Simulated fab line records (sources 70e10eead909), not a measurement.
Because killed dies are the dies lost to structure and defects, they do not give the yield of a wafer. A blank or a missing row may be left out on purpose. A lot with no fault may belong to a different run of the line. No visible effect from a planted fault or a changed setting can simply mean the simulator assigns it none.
Which tool was responsible? + flow nandHarc + 24 lots, 72 wafers sampled, at 6 steps of a route of 1302

WHAT EACH GAUGE READ, for each wafer
The record holds no reading of a measuring or inspecting step that can be judged against a usual standard deviation.

WHICH TOOL RAN EACH LOT (tool, then ch and the chambers of the sampled wafers, then the start)
| lot  | NHARC_A_STAIRCASE_ETCH_253        | NHARC_A_STAIRCASE_STRIP_274                  | NHARC_A_STAIRCASE_DESCUM_291      | NHARC_A_STAIRCASE_ETCH_453                   | NHARC_A_STAIRCASE_ALD_420       | NHARC_A_STAIRCASE_DEP_151       |
|------|-----------------------------------|----------------------------------------------|-----------------------------------|----------------------------------------------|---------------------------------|---------------------------------|
| L074 | rieDiel-06 ch 0,2,3, day 15 14:50 | rieDiel-12 ch 1,2,3, day 16 04:05 or earlier | rieDiel-12 ch 1,2,3, day 16 04:05 | rieDiel-01 ch 0,2,3, day 16 19:05 or earlier | aldHk-02 ch 1,2,3, day 16 19:05 | pecvd-03 ch 0,2, day 17 03:19   |
| L075 | rieDiel-12 ch 0,1,3, day 16 10:02 | rieDiel-01 ch 0,1,2, day 16 21:45 or earlier | rieDiel-06 ch 0,3, day 16 21:45   | rieDiel-06 ch 1,2,3, day 17 10:04 or earlier | aldHk-02 ch 2,3, day 17 10:04   | pecvd-02 ch 0,1,2, day 17 18:14 |
| L076 | rieDiel-12 ch 1,2,3, day 17 02:39 | rieDiel-12 ch 0,1,3, day 17 13:20 or earlier | rieDiel-12 ch 1,2, day 17 13:20   | rieDiel-06 ch 0,1, day 18 01:22 or earlier   | aldHk-01 ch 0,2, day 18 01:22   | pecvd-04 ch 0,1, day 18 09:31   |
| L077 | rieDiel-06 ch 0,1,2, day 17 06:39 | rieDiel-01 ch 0,2,3, day 17 16:26 or earlier | rieDiel-06 ch 0,1, day 17 16:26   | rieDiel-06 ch 0,2,3, day 18 05:23 or earlier | aldHk-01 ch 0,1,3, day 18 05:23 | pecvd-02 ch 0,1,2, day 18 13:31 |
| L078 | rieDiel-01 ch 1,2,3, day 17 21:09 | rieDiel-01 ch 0,1, day 18 06:52 or earlier   | rieDiel-06 ch 1,2, day 18 06:52   | rieDiel-06 ch 0,2, day 18 22:57 or earlier   | aldHk-01 ch 1,2,3, day 18 22:57 | pecvd-04 ch 0,1,2, day 19 06:50 |
| L079 | rieDiel-06 ch 1,2,3, day 18 05:40 | rieDiel-12 ch 0,1, day 18 15:08 or earlier   | rieDiel-12 ch 2,3, day 18 15:08   | rieDiel-12 ch 1,2, day 19 07:20 or earlier   | aldHk-02 ch 1,2, day 19 07:20   | pecvd-03 ch 0,1, day 19 15:35   |
| L080 | rieDiel-01 ch 0,2,3, day 18 19:38 | rieDiel-01 ch 0,1,2, day 19 20:07 or earlier | rieDiel-06 ch 2,3, day 19 20:07   | rieDiel-12 ch 1,3, day 20 08:54 or earlier   | aldHk-03 ch 0,1,2, day 20 08:54 | pecvd-04 ch 0,1,2, day 20 16:49 |
| L081 | rieDiel-01 ch 0,2, day 19 08:21   | rieDiel-01 ch 0,1,2, day 19 22:01 or earlier | rieDiel-06 ch 0,2, day 19 22:01   | rieDiel-06 ch 1,2, day 20 11:51 or earlier   | aldHk-01 ch 1,3, day 20 11:51   | pecvd-02 ch 0,1,2, day 20 16:49 |
| L082 | rieDiel-12 ch 2,3, day 19 08:34   | rieDiel-06 ch 1,2, day 19 22:10 or earlier   | rieDiel-01 ch 1,2,3, day 19 22:10 | rieDiel-12 ch 0,1,3, day 20 12:00 or earlier | aldHk-02 ch 0,2,3, day 20 12:00 | pecvd-03 ch 0,1,2, day 20 16:44 |
| L083 | rieDiel-01 ch 0,1,2, day 20 07:53 | rieDiel-12 ch 2,3, day 20 20:51 or earlier   | rieDiel-06 ch 0,1,2, day 20 20:51 | rieDiel-06 ch 0,1,2, day 21 10:56 or earlier | aldHk-01 ch 1,2, day 21 10:56   | pecvd-03 ch 0,1,2, day 21 19:07 |
| L085 | rieDiel-12 ch 0,2,3, day 20 11:36 | rieDiel-01 ch 0,1,3, day 21 00:23 or earlier | rieDiel-12 ch 1,2,3, day 21 00:23 | rieDiel-12 ch 1,2,3, day 21 15:38 or earlier | aldHk-03 ch 0,1,2, day 21 15:38 | pecvd-03 ch 0,1, day 21 23:33   |
| L084 | rieDiel-01 ch 1,3, day 20 13:02   | rieDiel-01 ch 0,2,3, day 21 01:28 or earlier | rieDiel-01 ch 1,2, day 21 01:28   | rieDiel-01 ch 0,1,2, day 22 00:46 or earlier | aldHk-03 ch 0,3, day 22 00:46   | pecvd-02 ch 0,1,2, day 22 08:52 |
| L086 | rieDiel-01 ch 0,1, day 21 03:44   | rieDiel-01 ch 1,2,3, day 21 16:40 or earlier | rieDiel-06 ch 0,1,2, day 21 16:40 | rieDiel-01 ch 2,3, day 22 09:17 or earlier   | aldHk-03 ch 0,1, day 22 09:17   | pecvd-02 ch 0,2, day 22 17:19   |
| L087 | rieDiel-12 ch 0,3, day 22 09:28   | rieDiel-12 ch 2,3, day 22 23:52 or earlier   | rieDiel-01 ch 2,3, day 22 23:52   | rieDiel-06 ch 0,2, day 23 17:49 or earlier   | aldHk-02 ch 0,1, day 23 17:49   | pecvd-02 ch 0,1, day 24 01:56   |
| L088 | rieDiel-06 ch 0,1, day 22 10:40   | rieDiel-06 ch 0,1, day 23 01:17 or earlier   | rieDiel-06 ch 0,1,2, day 23 01:17 | rieDiel-06 ch 1,2, day 23 17:46 or earlier   | aldHk-01 ch 2,3, day 23 17:46   | pecvd-04 ch 0,1,2, day 24 02:09 |
| L090 | rieDiel-01 ch 1,2,3, day 22 15:24 | rieDiel-01 ch 1,2,3, day 23 04:20 or earlier | rieDiel-12 ch 0,2, day 23 04:20   | rieDiel-12 ch 0,3, day 23 17:48 or earlier   | aldHk-03 ch 1,3, day 23 17:48   | pecvd-02 ch 0,1,2, day 24 02:31 |
| L089 | rieDiel-01 ch 2,3, day 22 15:46   | rieDiel-06 ch 0,2,3, day 23 04:34 or earlier | rieDiel-12 ch 0,2, day 23 04:34   | rieDiel-06 ch 0,1,3, day 23 20:49 or earlier | aldHk-02 ch 0,1,2, day 23 20:49 | pecvd-04 ch 1,2, day 24 02:32   |
| L091 | rieDiel-12 ch 1,2, day 23 10:20   | rieDiel-12 ch 1,2,3, day 23 21:02 or earlier | rieDiel-12 ch 1,3, day 23 21:02   | rieDiel-06 ch 0,1,2, day 24 06:53            | aldHk-02 ch 1,2,3, day 24 13:20 | pecvd-03 ch 0,1,2, day 24 21:34 |
| L093 | rieDiel-06 ch 1,2,3, day 23 16:17 | rieDiel-06 ch 0,2,3, day 24 04:29 or earlier | rieDiel-06 ch 0,1,2, day 24 04:29 | rieDiel-01 ch 1,2,3, day 25 00:17 or earlier | aldHk-01 ch 0,1,3, day 25 00:17 | pecvd-02 ch 0,1,2, day 25 09:52 |
| L092 | rieDiel-12 ch 1,2,3, day 23 17:51 | rieDiel-01 ch 0,1,2, day 24 15:22 or earlier | rieDiel-06 ch 0,1,2, day 24 15:22 | rieDiel-01 ch 1,2,3, day 25 07:35 or earlier | aldHk-03 ch 0,2,3, day 25 07:35 | pecvd-04 ch 0,1,2, day 25 18:25 |
| L094 | rieDiel-06 ch 1,2, day 24 03:20   | rieDiel-12 ch 0,1,2, day 24 23:56 or earlier | rieDiel-01 ch 0,1,3, day 24 23:56 | rieDiel-01 ch 0,1,2, day 25 13:29 or earlier | aldHk-02 ch 1,2,3, day 25 13:29 | pecvd-03 ch 1,2, day 25 21:38   |
| L095 | rieDiel-12 ch 0,1,2, day 24 09:52 | rieDiel-01 ch 0,1,3, day 25 04:43 or earlier | rieDiel-01 ch 0,1,2, day 25 04:43 | rieDiel-01 ch 0,1, day 25 20:47 or earlier   | aldHk-02 ch 1,2,3, day 25 20:47 | pecvd-02 ch 0,1, day 26 04:56   |
| L097 | rieDiel-01 ch 0,3, day 25 11:38   | rieDiel-01 ch 1,3, day 25 23:08 or earlier   | rieDiel-12 ch 1,2,3, day 25 23:08 | rieDiel-12 ch 0,1, day 26 15:39 or earlier   | aldHk-02 ch 1,2, day 26 15:39   | pecvd-02 ch 0,1,2, day 26 23:48 |
| L096 | rieDiel-12 ch 0,1,2, day 25 15:03 | rieDiel-06 ch 1,2,3, day 26 00:29 or earlier | rieDiel-06 ch 1,2,3, day 26 00:29 | rieDiel-12 ch 0,1,3, day 26 15:58 or earlier | aldHk-03 ch 0,2,3, day 26 15:58 | pecvd-04 ch 0,1, day 26 23:48   |
- NHARC_A_STAIRCASE_ETCH_253: etches the open film in C4F8/O2, target depth 50 nm, time 20.2 s.
- NHARC_A_STAIRCASE_STRIP_274: strips in O2.
- NHARC_A_STAIRCASE_DESCUM_291: chemistry O2, time 3 s.
- NHARC_A_STAIRCASE_ETCH_453: etches the open film in CF4/O2, target depth 30 nm, overetch 3 nm, time 16.5 s.
- NHARC_A_STAIRCASE_ALD_420: deposits SiO2, target thk 20 nm, pulse time 6 s, ald cycles 200.
- NHARC_A_STAIRCASE_DEP_151: deposits SiO2, target thk 7200 nm.

WHAT THE TOOLS THEMSELVES READ (means of the sampled wafers that have a number; where no wafer has one, the mark that the record gives instead)
NHARC_A_STAIRCASE_ETCH_253. Usual: oesProductAu 0.959 a.u., standard deviation 0.02; rfVppV 896 V, standard deviation 6.9.
| lot  | tool       | oesProductAu (a.u.) | rfVppV (V) | flag |
|------|------------|---------------------|------------|------|
| L074 | rieDiel-06 | 0.928               | 896        |      |
| L075 | rieDiel-12 | 0.969               | 898        |      |
| L076 | rieDiel-12 | 0.949               | 893        |      |
| L077 | rieDiel-06 | 0.951               | 897        |      |
| L078 | rieDiel-01 | 0.975               | 893        |      |
| L079 | rieDiel-06 | 0.980               | 897        |      |
| L080 | rieDiel-01 | 0.974               | 896        |      |
| L081 | rieDiel-01 | 0.920               | 893        |      |
| L082 | rieDiel-12 | 0.954               | 890        |      |
| L083 | rieDiel-01 | 0.974               | 892        |      |
| L085 | rieDiel-12 | 0.965               | 900        |      |
| L084 | rieDiel-01 | 0.959               | 899        |      |
| L086 | rieDiel-01 | 0.969               | 894        |      |
| L087 | rieDiel-12 | 0.973               | 904        |      |
| L088 | rieDiel-06 | 0.965               | 893        |      |
| L090 | rieDiel-01 | 0.955               | 894        |      |
| L089 | rieDiel-01 | 0.978               | 899        |      |
| L091 | rieDiel-12 | 0.943               | 893        |      |
| L093 | rieDiel-06 | 0.919               | 896        |      |
| L092 | rieDiel-12 | 0.978               | 898        |      |
| L094 | rieDiel-06 | 0.959               | 901        |      |
| L095 | rieDiel-12 | 0.945               | 898        |      |
| L097 | rieDiel-01 | 0.954               | 902        |      |
| L096 | rieDiel-12 | 0.957               | 898        |      |

NHARC_A_STAIRCASE_STRIP_274. Usual: drypumpMotorCurrentA 5.8 A, standard deviation 0.35; oesProductAu 1.003 a.u., standard deviation 0.012; rfVppV 57.8 V, standard deviation 0.91; showerheadPlenumPTorr 3.52 Torr, standard deviation 0.19; throttleValvePct 17.037 %, standard deviation 0.0083.
| lot  | tool       | drypumpMotorCurrentA (A) | oesProductAu (a.u.) | rfVppV (V) | showerheadPlenumPTorr (Torr) | throttleValvePct (%) | flag |
|------|------------|--------------------------|---------------------|------------|------------------------------|----------------------|------|
| L074 | rieDiel-12 | 5.9                      | 0.998               | 58.3       | 3.44                         | 17.035               |      |
| L075 | rieDiel-01 | 5.8                      | 1.005               | 58.0       | 3.40                         | 17.041               |      |
| L076 | rieDiel-12 | 5.8                      | 0.999               | 57.5       | 3.57                         | 17.039               |      |
| L077 | rieDiel-01 | 5.6                      | 1.012               | 57.9       | 3.54                         | 17.042               |      |
| L078 | rieDiel-01 | 5.7                      | 1.007               | 57.7       | 3.49                         | 17.036               |      |
| L079 | rieDiel-12 | 5.8                      | 0.983               | 58.2       | 3.69                         | 17.044               |      |
| L080 | rieDiel-01 | 5.8                      | 1.010               | 57.7       | 3.39                         | 17.044               |      |
| L081 | rieDiel-01 | 5.8                      | 1.004               | 57.3       | 3.39                         | 17.046               |      |
| L082 | rieDiel-06 | 5.2                      | 1.013               | 58.3       | 3.67                         | 17.040               |      |
| L083 | rieDiel-12 | 6.0                      | 1.020               | 57.3       | 3.66                         | 17.039               |      |
| L085 | rieDiel-01 | 5.9                      | 1.008               | 58.4       | 3.55                         | 17.032               |      |
| L084 | rieDiel-01 | 5.6                      | 1.008               | 57.6       | 3.53                         | 17.038               |      |
| L086 | rieDiel-01 | 6.0                      | 1.010               | 57.8       | 3.45                         | 17.038               |      |
| L087 | rieDiel-12 | 5.9                      | 1.021               | 58.1       | 3.65                         | 17.035               |      |
| L088 | rieDiel-06 | 5.7                      | 0.992               | 57.5       | 3.47                         | 17.042               |      |
| L090 | rieDiel-01 | 6.0                      | 1.009               | 58.0       | 3.45                         | 17.039               |      |
| L089 | rieDiel-06 | 5.5                      | 1.001               | 57.4       | 3.51                         | 17.031               |      |
| L091 | rieDiel-12 | 5.9                      | 1.001               | 57.6       | 3.59                         | 17.030               |      |
| L093 | rieDiel-06 | 5.5                      | 1.003               | 57.2       | 3.50                         | 17.034               |      |
| L092 | rieDiel-01 | 5.8                      | 1.008               | 57.2       | 3.37                         | 17.031               |      |
| L094 | rieDiel-12 | 6.0                      | 0.990               | 57.6       | 3.58                         | 17.031               |      |
| L095 | rieDiel-01 | 5.9                      | 1.000               | 58.2       | 3.53                         | 17.036               |      |
| L097 | rieDiel-01 | 6.2                      | 1.004               | 57.8       | 3.45                         | 17.034               |      |
| L096 | rieDiel-06 | 5.6                      | 0.991               | 57.9       | 3.53                         | 17.041               |      |

NHARC_A_STAIRCASE_DESCUM_291. Usual: drypumpMotorCurrentA 5.7 A, standard deviation 0.34; oesProductAu 1.003 a.u., standard deviation 0.011; rfVppV 57.8 V, standard deviation 0.88; showerheadPlenumPTorr 1.91 Torr, standard deviation 0.1; throttleValvePct 11.312 %, standard deviation 0.0097.
| lot  | tool       | drypumpMotorCurrentA (A) | oesProductAu (a.u.) | rfVppV (V) | showerheadPlenumPTorr (Torr) | throttleValvePct (%) | flag |
|------|------------|--------------------------|---------------------|------------|------------------------------|----------------------|------|
| L074 | rieDiel-12 | 5.9                      | 0.999               | 57.1       | 1.86                         | 11.321               |      |
| L075 | rieDiel-06 | 5.7                      | 1.004               | 57.6       | 1.84                         | 11.300               |      |
| L076 | rieDiel-12 | 5.9                      | 0.992               | 57.6       | 1.93                         | 11.305               |      |
| L077 | rieDiel-06 | 5.6                      | 1.002               | 57.8       | 1.86                         | 11.315               |      |
| L078 | rieDiel-06 | 5.2                      | 1.011               | 58.9       | 2.00                         | 11.312               |      |
| L079 | rieDiel-12 | 6.1                      | 1.004               | 57.2       | 1.81                         | 11.305               |      |
| L080 | rieDiel-06 | 5.6                      | 1.007               | 57.5       | 1.91                         | 11.313               |      |
| L081 | rieDiel-06 | 5.4                      | 1.007               | 58.3       | 1.90                         | 11.316               |      |
| L082 | rieDiel-01 | 6.0                      | 1.011               | 57.6       | 1.87                         | 11.315               |      |
| L083 | rieDiel-06 | 5.4                      | 1.002               | 57.4       | 1.92                         | 11.311               |      |
| L085 | rieDiel-12 | 5.9                      | 1.010               | 58.0       | 1.95                         | 11.313               |      |
| L084 | rieDiel-01 | 5.9                      | 1.011               | 57.4       | 1.78                         | 11.322               |      |
| L086 | rieDiel-06 | 5.4                      | 1.002               | 57.6       | 1.92                         | 11.318               |      |
| L087 | rieDiel-01 | 5.8                      | 1.013               | 57.8       | 1.95                         | 11.313               |      |
| L088 | rieDiel-06 | 5.4                      | 1.003               | 58.3       | 1.92                         | 11.309               |      |
| L090 | rieDiel-12 | 6.0                      | 1.000               | 57.9       | 1.97                         | 11.306               |      |
| L089 | rieDiel-12 | 6.0                      | 0.998               | 58.0       | 1.97                         | 11.320               |      |
| L091 | rieDiel-12 | 5.8                      | 1.000               | 57.8       | 2.04                         | 11.304               |      |
| L093 | rieDiel-06 | 5.4                      | 1.002               | 58.6       | 1.92                         | 11.313               |      |
| L092 | rieDiel-06 | 5.4                      | 1.010               | 56.7       | 1.92                         | 11.307               |      |
| L094 | rieDiel-01 | 5.9                      | 0.996               | 57.9       | 1.92                         | 11.313               |      |
| L095 | rieDiel-01 | 5.8                      | 0.998               | 57.2       | 1.93                         | 11.309               |      |
| L097 | rieDiel-12 | 5.9                      | 1.008               | 58.2       | 1.94                         | 11.318               |      |
| L096 | rieDiel-06 | 5.5                      | 0.993               | 57.6       | 1.92                         | 11.313               |      |

NHARC_A_STAIRCASE_ETCH_453. Usual: drypumpMotorCurrentA 5.7 A, standard deviation 0.34; oesProductAu 1.002 a.u., standard deviation 0.012; rfVppV 198.1 V, standard deviation 1.6; showerheadPlenumPTorr 1.35 Torr, standard deviation 0.069; throttleValvePct 13.397 %, standard deviation 0.0097.
| lot  | tool       | drypumpMotorCurrentA (A) | oesProductAu (a.u.) | rfVppV (V) | showerheadPlenumPTorr (Torr) | throttleValvePct (%) | flag |
|------|------------|--------------------------|---------------------|------------|------------------------------|----------------------|------|
| L074 | rieDiel-01 | 5.6                      | 1.001               | 198.1      | 1.34                         | 13.403               |      |
| L075 | rieDiel-06 | 5.5                      | 1.005               | 198.0      | 1.35                         | 13.397               |      |
| L076 | rieDiel-06 | 5.7                      | 0.999               | 198.0      | 1.31                         | 13.389               |      |
| L077 | rieDiel-06 | 5.5                      | 1.011               | 197.1      | 1.33                         | 13.388               |      |
| L078 | rieDiel-06 | 5.4                      | 1.006               | 198.1      | 1.33                         | 13.394               |      |
| L079 | rieDiel-12 | 6.1                      | 0.998               | 196.9      | 1.31                         | 13.398               |      |
| L080 | rieDiel-12 | 5.8                      | 1.000               | 198.4      | 1.40                         | 13.393               |      |
| L081 | rieDiel-06 | 5.2                      | 1.007               | 199.1      | 1.39                         | 13.395               |      |
| L082 | rieDiel-12 | 5.8                      | 0.994               | 200.3      | 1.42                         | 13.402               |      |
| L083 | rieDiel-06 | 5.4                      | 1.007               | 198.5      | 1.34                         | 13.391               |      |
| L085 | rieDiel-12 | 5.9                      | 1.001               | 198.1      | 1.36                         | 13.396               |      |
| L084 | rieDiel-01 | 5.8                      | 1.008               | 197.0      | 1.28                         | 13.399               |      |
| L086 | rieDiel-01 | 5.8                      | 1.019               | 197.0      | 1.36                         | 13.393               |      |
| L087 | rieDiel-06 | 5.4                      | 1.016               | 199.1      | 1.32                         | 13.393               |      |
| L088 | rieDiel-06 | 5.5                      | 1.000               | 197.8      | 1.36                         | 13.405               |      |
| L090 | rieDiel-12 | 5.8                      | 1.017               | 199.7      | 1.44                         | 13.403               |      |
| L089 | rieDiel-06 | 5.7                      | 0.998               | 196.5      | 1.29                         | 13.402               |      |
| L091 | rieDiel-06 | 5.4                      | 1.003               | 197.7      | 1.33                         | 13.392               |      |
| L093 | rieDiel-01 | 6.0                      | 1.003               | 198.0      | 1.37                         | 13.402               |      |
| L092 | rieDiel-01 | 6.0                      | 1.005               | 198.2      | 1.37                         | 13.390               |      |
| L094 | rieDiel-01 | 5.8                      | 1.002               | 197.8      | 1.34                         | 13.390               |      |
| L095 | rieDiel-01 | 6.1                      | 0.991               | 197.1      | 1.28                         | 13.402               |      |
| L097 | rieDiel-12 | 5.9                      | 0.979               | 199.4      | 1.40                         | 13.390               |      |
| L096 | rieDiel-12 | 5.8                      | 1.003               | 199.1      | 1.41                         | 13.395               |      |

NHARC_A_STAIRCASE_ALD_420. Usual: heaterPowerW 474 W, standard deviation 45; precursorPulseHeightRel 1.001, standard deviation 0.019.
| lot  | tool     | heaterPowerW (W) | precursorPulseHeightRel | flag |
|------|----------|------------------|-------------------------|------|
| L074 | aldHk-02 | 473              | 0.996                   |      |
| L075 | aldHk-02 | 452              | 0.990                   |      |
| L076 | aldHk-01 | 425              | 1.002                   |      |
| L077 | aldHk-01 | 436              | 1.013                   |      |
| L078 | aldHk-01 | 459              | 0.979                   |      |
| L079 | aldHk-02 | 495              | 1.020                   |      |
| L080 | aldHk-03 | 531              | 0.995                   |      |
| L081 | aldHk-01 | 463              | 1.004                   |      |
| L082 | aldHk-02 | 445              | 0.988                   |      |
| L083 | aldHk-01 | 451              | 0.989                   |      |
| L085 | aldHk-03 | 524              | 1.001                   |      |
| L084 | aldHk-03 | 467              | 0.987                   |      |
| L086 | aldHk-03 | 544              | 0.997                   |      |
| L087 | aldHk-02 | 493              | 1.010                   |      |
| L088 | aldHk-01 | 463              | 1.023                   |      |
| L090 | aldHk-03 | 530              | 1.011                   |      |
| L089 | aldHk-02 | 498              | 1.005                   |      |
| L091 | aldHk-02 | 478              | 1.022                   |      |
| L093 | aldHk-01 | 436              | 1.005                   |      |
| L092 | aldHk-03 | 491              | 1.010                   |      |
| L094 | aldHk-02 | 478              | 1.015                   |      |
| L095 | aldHk-02 | 479              | 1.002                   |      |
| L097 | aldHk-02 | 503              | 0.999                   |      |
| L096 | aldHk-03 | 477              | 0.986                   |      |

NHARC_A_STAIRCASE_DEP_151. Usual: heaterPowerW 644 W, standard deviation 120; mfcPrecursorSccm 199.9 sccm, standard deviation 0.58.
| lot  | tool     | heaterPowerW (W) | mfcPrecursorSccm (sccm) | flag |
|------|----------|------------------|-------------------------|------|
| L074 | pecvd-03 | 751              | 199.6                   |      |
| L075 | pecvd-02 | 627              | 199.6                   |      |
| L076 | pecvd-04 | 654              | 200.3                   |      |
| L077 | pecvd-02 | 644              | 199.4                   |      |
| L078 | pecvd-04 | 659              | 200.3                   |      |
| L079 | pecvd-03 | 585              | 199.5                   |      |
| L080 | pecvd-04 | 656              | 200.0                   |      |
| L081 | pecvd-02 | 643              | 200.5                   |      |
| L082 | pecvd-03 | 681              | 199.8                   |      |
| L083 | pecvd-03 | 669              | 200.0                   |      |
| L085 | pecvd-03 | 654              | 199.8                   |      |
| L084 | pecvd-02 | 674              | 199.2                   |      |
| L086 | pecvd-02 | 502              | 199.9                   |      |
| L087 | pecvd-02 | 798              | 200.1                   |      |
| L088 | pecvd-04 | 566              | 200.3                   |      |
| L090 | pecvd-02 | 647              | 200.1                   |      |
| L089 | pecvd-04 | 647              | 200.2                   |      |
| L091 | pecvd-03 | 665              | 199.5                   |      |
| L093 | pecvd-02 | 690              | 199.4                   |      |
| L092 | pecvd-04 | 652              | 200.3                   |      |
| L094 | pecvd-03 | 769              | 200.7                   |      |
| L095 | pecvd-02 | 784              | 199.5                   |      |
| L097 | pecvd-02 | 662              | 199.8                   |      |
| L096 | pecvd-04 | 597              | 200.4                   |      |

THE ANSWER, worked out from the rows above alone
Rule: a lot is off if the mean of its wafers that have a number lies more than 3 standard deviations from the usual mean. A lot without any number at a reading at which 4 lots or more have one is off too. Where the step has rows for the other lots, those lots are counted as sound. Order of review: gauges by route order, followed by the tools' own readings, for which a lot's mean as printed above is used. At the first step where some lot is off, the reading lying furthest off is the one used; lots without a number count as furthest.
No lot is off at any reading shown: from this, nothing can be told.

WHAT HAD BEEN PUT IN BY THE SIMULATOR
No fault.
